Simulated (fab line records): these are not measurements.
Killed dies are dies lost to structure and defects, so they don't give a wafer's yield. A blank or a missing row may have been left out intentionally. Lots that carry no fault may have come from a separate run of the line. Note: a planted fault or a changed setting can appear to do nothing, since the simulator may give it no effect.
A single fault, viewed from 2 desks :: flow n5_finfet :: each desk holds nothing but its own numbers, with what lay behind them at the end

## AT THE TOOL OWNER'S DESK: pecvd-01
The tool's own readings at N5_BEOL_M5_PECVD_70 (deposits SiO2 from TEOS/O2, target thk 16 nm, time 18 s): means of the sampled wafers that have a number, for each lot that ran on this tool. Any lot whose mean is over 4 standard deviations away from the usual mean is out of limits and marked OUT; that distance is given in the brackets.
Columns: A = heater_power_w at N5_BEOL_M5_PECVD_70, usual 796 W; B = showerhead_plenum_p_Torr at N5_BEOL_M5_PECVD_70, usual 8.81 Torr; C = susceptor_temp_C at N5_BEOL_M5_PECVD_70, usual 400.00 C; D = throttle_valve_pct at N5_BEOL_M5_PECVD_70, usual 22.5 %
lot: L193
first seen here: day 9 04:51
A: 745
B: 8.76
C: 400.15
D: 22.9

lot: L199
first seen here: day 11 23:11
A: 706
B: 8.78
C: 399.93
D: 21.7

lot: L207
first seen here: day 12 15:59
A: 600
B: 8.78
C: 400.11
D: 23.0

lot: L206
first seen here: day 13 01:47
A: 741
B: 8.79
C: 410.71 (+51) OUT
D: 21.9
This desk finds L206 out of limits, L206 being first, at day 13 01:47 (susceptor_temp_C at N5_BEOL_M5_PECVD_70). In limits: L193, L199, L207.

## METROLOGY DESK
What the gauges read, lot by lot, whatever tool the lot ran on: means of the sampled wafers that have a number. Any lot whose mean is over 4 standard deviations away from the usual mean is out of limits and marked OUT; that distance is given in the brackets.
Columns: A = M4_RS at N5_BEOL_M4_RS_MEAS_58, usual 0.66 ohm/sq
lot: L193
first seen here: day 9 02:10
A: 0.66

lot: L201
first seen here: day 11 10:30
A: 0.69

lot: L202
first seen here: day 11 12:02
A: 0.64

lot: L200
first seen here: day 11 16:49
A: 0.63

lot: L199
first seen here: day 11 21:34
A: 0.65

lot: L207
first seen here: day 12 13:52
A: 0.67

lot: L206
first seen here: day 13 00:10
A: 0.63

lot: L205
first seen here: day 13 11:49
A: 0.65

lot: L210
first seen here: day 13 11:52
A: 0.66

lot: L215
first seen here: day 15 03:17
A: 0.67

lot: L216
first seen here: day 15 13:22
A: 0.66
Finding of this desk: none of the 11 lots has anything out of limits.

## TAKEN TOGETHER
On L206, at day 13 01:47, an alarm was possible from the tool owner's desk.
At the metrology desk, nothing out of limits was observed.
The metrology desk has L206 on record, within its limits.
Every lot named ran N5_BEOL_M5_PECVD_70 on pecvd-01.

## WHAT THE SIMULATOR HAD INSERTED
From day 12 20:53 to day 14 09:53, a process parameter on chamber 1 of pecvd-01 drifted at N5_BEOL_M5_PECVD_70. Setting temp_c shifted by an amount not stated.
Struck lots among those shown: L206.
Hours from the fault's start to each desk's first reading out of limits: the tool owner's desk, 5.
